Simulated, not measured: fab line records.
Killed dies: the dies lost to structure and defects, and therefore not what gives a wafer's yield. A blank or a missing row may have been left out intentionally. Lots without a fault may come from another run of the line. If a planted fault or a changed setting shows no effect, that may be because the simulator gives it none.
Which tool did it?	flow nand_harc	39 wafers from 13 lots sampled at 5 of the route's 1159 steps

== WHAT THE GAUGES READ, wafer by wafer ==
NHARC_P_GATE_CD_MEAS_59: the cd target is 720 nm. Usual: cd_nm at 720.5 nm, with a standard deviation of 2.
lot	measured	on	cd_nm (nm)	flag
L544	day 5 19:07	cd_sem-03	719.1 720.6 719.5	
L545	day 6 01:41	cd_sem-01	719.8 722.6 718.5	
L546	day 6 09:15	cd_sem-03	- - -	OFF
L548	day 6 19:43	cd_sem-02	722.1 720.3 721.0	
L550	day 7 09:01	cd_sem-02	717.9 718.1 722.6	
L555	day 8 20:29	cd_sem-03	725.3 720.3 720.5	
L556	day 8 21:29	cd_sem-03	721.8 722.2 723.0	
L557	day 9 06:24	cd_sem-03	720.7 719.9 719.9	
L558	day 9 06:11	cd_sem-01	720.1 718.1 719.8	
L559	day 9 18:29	cd_sem-03	716.6 717.8 723.5	
L563	day 10 13:47	cd_sem-02	726.7 724.5 721.6	
L564	day 10 14:40	cd_sem-03	721.4 721.0 720.8	
L565	day 11 00:56	cd_sem-03	717.3 721.8 719.5	

== EACH LOT AND THE TOOL THAT RAN IT (in order: tool; ch and the chambers of the sampled wafers; start) ==
lot	NHARC_P_GATE_ETCH_104	NHARC_P_GATE_HM_OPEN_105	NHARC_P_GATE_DESCUM_48	NHARC_P_GATE_EXPOSE_56
L544	rie_diel-10 ch 1,2, day 5 05:41	rie_diel-10 ch 0,1,3, day 5 17:32 or earlier	rie_diel-02 ch 0,1,2, day 5 17:32	krf_scanner-01 ch 0, day 5 18:58
L545	rie_diel-09 ch 1,2,3, day 5 12:19	rie_diel-09 ch 1,2, day 6 00:03 or earlier	rie_diel-10 ch 0,3, day 6 00:03	krf_scanner-03 ch 0, day 6 01:32
L546	rie_diel-09 ch 1,2,3, day 5 19:53	rie_diel-09 ch 0,2,3, day 6 07:41 or earlier	rie_diel-10 ch 0,1,2, day 6 07:41	krf_scanner-01 ch 0, day 6 09:06
L548	rie_diel-09 ch 0,2, day 6 06:04	rie_diel-09 ch 0,2, day 6 18:13 or earlier	rie_diel-02 ch 1,2, day 6 18:13	krf_scanner-03 ch 0, day 6 19:33
L550	rie_diel-10 ch 2,3, day 6 19:17	rie_diel-10 ch 0,1,2, day 7 07:22 or earlier	rie_diel-10 ch 0,1, day 7 07:22	krf_scanner-01 ch 0, day 7 08:52
L555	rie_diel-10 ch 2,3, day 8 07:20	rie_diel-10 ch 0,1, day 8 19:02 or earlier	rie_diel-09 ch 0,2,3, day 8 19:02	krf_scanner-04 ch 0, day 8 20:20
L556	rie_diel-10 ch 0,1, day 8 07:57	rie_diel-10 ch 0,1, day 8 19:55 or earlier	rie_diel-10 ch 1,3, day 8 19:55	krf_scanner-01 ch 0, day 8 21:20
L557	rie_diel-02 ch 2,3, day 8 16:22	rie_diel-02 ch 1,2,3, day 9 04:45 or earlier	rie_diel-10 ch 1,2, day 9 04:45	krf_scanner-01 ch 0, day 9 06:15
L558	rie_diel-02 ch 1,2, day 8 16:23	rie_diel-02 ch 1,2,3, day 9 04:36 or earlier	rie_diel-02 ch 0,1,3, day 9 04:36	krf_scanner-04 ch 0, day 9 06:02
L559	rie_diel-10 ch 2,3, day 9 04:17	rie_diel-10 ch 0,1, day 9 16:43 or earlier	rie_diel-10 ch 0,2, day 9 16:43	krf_scanner-01 ch 0, day 9 18:19
L563	rie_diel-10 ch 1,2, day 9 23:54	rie_diel-10 ch 1,2, day 10 12:11 or earlier	rie_diel-10 ch 0,2, day 10 12:11	krf_scanner-04 ch 0, day 10 13:38
L564	rie_diel-09 ch 0,1,3, day 10 00:04	rie_diel-09 ch 1,3, day 10 13:13 or earlier	rie_diel-10 ch 1,2,3, day 10 13:13	krf_scanner-04 ch 0, day 10 14:30
L565	rie_diel-02 ch 0,3, day 10 11:10	rie_diel-02 ch 0,1,3, day 10 23:19 or earlier	rie_diel-02 ch 0,1, day 10 23:19	krf_scanner-01 ch 0, day 11 00:46
- NHARC_P_GATE_ETCH_104: etches the open film in CF4/CHF3, target depth 60 nm.
- NHARC_P_GATE_HM_OPEN_105: chemistry O2/COS, target depth 360 nm.
- NHARC_P_GATE_DESCUM_48: chemistry O2, time 3 s.
- NHARC_P_GATE_EXPOSE_56: exposes mask P PSD, target cd 720 nm.

== AS READ BY THE TOOLS THEMSELVES (means over the sampled wafers that have a number; for cases with no such wafer, the mark the record gives instead) ==
NHARC_P_GATE_ETCH_104. Usual: drypump_motor_current_A 5.8 A, standard deviation 0.45; oes_product_au 0.948 a.u., standard deviation 0.022; rf_vpp_V 371.3 V, standard deviation 2.6; showerhead_plenum_p_Torr 1.60 Torr, standard deviation 0.077; throttle_valve_pct 16.803 %, standard deviation 0.0097.
lot	tool	drypump_motor_current_A (A)	oes_product_au (a.u.)	rf_vpp_V (V)	showerhead_plenum_p_Torr (Torr)	throttle_valve_pct (%)	flag
L544	rie_diel-10	6.1	0.923	370.7	1.54	16.802	
L545	rie_diel-09	5.7	0.970	373.5	1.66	16.805	
L546	rie_diel-09	5.7	0.934	372.1	1.65	16.806	
L548	rie_diel-09	5.6	0.947	369.2	1.57	16.807	
L550	rie_diel-10	5.9	0.976	372.1	1.62	16.808	
L555	rie_diel-10	6.3	0.976	372.7	1.64	16.808	
L556	rie_diel-10	5.7	0.961	372.0	1.61	16.811	
L557	rie_diel-02	5.6	0.928	371.2	1.57	16.807	
L558	rie_diel-02	5.8	0.917	374.3	1.66	16.796	
L559	rie_diel-10	5.9	0.942	372.1	1.61	16.803	
L563	rie_diel-10	6.4	0.939	372.4	1.60	16.805	
L564	rie_diel-09	5.7	0.942	370.8	1.61	16.801	
L565	rie_diel-02	5.7	0.922	370.5	1.55	16.810	

NHARC_P_GATE_HM_OPEN_105. Usual: drypump_motor_current_A 5.8 A, standard deviation 0.42; oes_product_au 0.997 a.u., standard deviation 0.011; rf_vpp_V 468 V, standard deviation 3.4; showerhead_plenum_p_Torr 3.17 Torr, standard deviation 0.16; throttle_valve_pct 28.329 %, standard deviation 0.0099.
lot	tool	drypump_motor_current_A (A)	oes_product_au (a.u.)	rf_vpp_V (V)	showerhead_plenum_p_Torr (Torr)	throttle_valve_pct (%)	flag
L544	rie_diel-10	5.6	1.001	468	3.15	28.327	
L545	rie_diel-09	5.3	0.999	471	3.26	28.327	
L546	rie_diel-09	5.8	1.005	469	3.18	28.323	
L548	rie_diel-09	5.6	1.009	467	3.12	28.322	
L550	rie_diel-10	6.1	0.992	468	3.20	28.323	
L555	rie_diel-10	5.7	1.005	469	3.20	28.326	
L556	rie_diel-10	5.7	1.006	466	3.07	28.322	
L557	rie_diel-02	5.7	0.986	468	3.17	28.335	
L558	rie_diel-02	5.7	0.987	467	3.17	28.336	
L559	rie_diel-10	5.8	0.995	465	3.07	28.328	
L563	rie_diel-10	6.0	0.978	465	3.05	28.338	
L564	rie_diel-09	5.9	1.004	472	3.33	28.333	
L565	rie_diel-02	5.7	0.993	466	3.09	28.326	

NHARC_P_GATE_DESCUM_48. Usual: drypump_motor_current_A 5.8 A, standard deviation 0.41; oes_product_au 0.998 a.u., standard deviation 0.01; rf_vpp_V 58.0 V, standard deviation 1; showerhead_plenum_p_Torr 1.95 Torr, standard deviation 0.095; throttle_valve_pct 11.311 %, standard deviation 0.009.
lot	tool	drypump_motor_current_A (A)	oes_product_au (a.u.)	rf_vpp_V (V)	showerhead_plenum_p_Torr (Torr)	throttle_valve_pct (%)	flag
L544	rie_diel-02	5.8	0.995	57.9	1.88	11.314	
L545	rie_diel-10	5.6	0.993	58.2	2.02	11.316	
L546	rie_diel-10	6.1	0.995	58.1	1.96	11.308	
L548	rie_diel-02	5.8	0.995	58.1	1.82	11.313	
L550	rie_diel-10	5.7	1.005	57.7	1.88	11.312	
L555	rie_diel-09	5.8	0.999	57.3	1.94	11.309	
L556	rie_diel-10	5.6	0.988	57.5	1.89	11.314	
L557	rie_diel-10	6.0	0.989	57.9	1.87	11.321	
L558	rie_diel-02	5.6	0.995	58.2	1.90	11.305	
L559	rie_diel-10	6.4	0.989	58.6	2.04	11.310	
L563	rie_diel-10	6.0	1.004	58.2	2.04	11.323	
L564	rie_diel-10	6.0	0.994	57.7	1.92	11.312	
L565	rie_diel-02	5.7	0.999	57.8	1.92	11.310	

NHARC_P_GATE_EXPOSE_56. Usual: exposure_dose_mJ_cm2 at 14.810, with a standard deviation of 0.014.
lot	tool	exposure_dose_mJ_cm2	flag
L544	krf_scanner-01	14.798	
L545	krf_scanner-03	14.827	
L546	krf_scanner-01	14.813	
L548	krf_scanner-03	14.810	
L550	krf_scanner-01	14.819	
L555	krf_scanner-04	14.805	
L556	krf_scanner-01	14.814	
L557	krf_scanner-01	14.807	
L558	krf_scanner-04	14.808	
L559	krf_scanner-01	14.811	
L563	krf_scanner-04	14.795	
L564	krf_scanner-04	14.803	
L565	krf_scanner-01	14.820	

== THE ANSWER, worked out from the rows above alone ==
Rule: lot off if the mean of its wafers having a number is beyond 3 standard deviations from the usual mean. Also off: a lot with no number at a reading for which 4 or more lots have one. The other lots that the step has rows for count as sound. First the gauges in route order, then the tools' own readings, where a lot's mean is used as printed above. At the first step where some lot is off, the reading lying furthest off is the one used; lots without a number count as furthest.
Off at NHARC_P_GATE_CD_MEAS_59 (cd_nm): L546. Without a number there: L546.
If a tool, at a process step before that reading, ran all the lots that are off and no sound lot after the first of them, it fits. Those tools and the gauges at NHARC_P_GATE_CD_MEAS_59 are tried in the same way. Because NHARC_P_GATE_HM_OPEN_105 lacks a start for some lots, the hours and order of its lots are taken from NHARC_P_GATE_DESCUM_48. None of those tried fits.

== WHAT HAD BEEN PUT IN BY THE SIMULATOR ==
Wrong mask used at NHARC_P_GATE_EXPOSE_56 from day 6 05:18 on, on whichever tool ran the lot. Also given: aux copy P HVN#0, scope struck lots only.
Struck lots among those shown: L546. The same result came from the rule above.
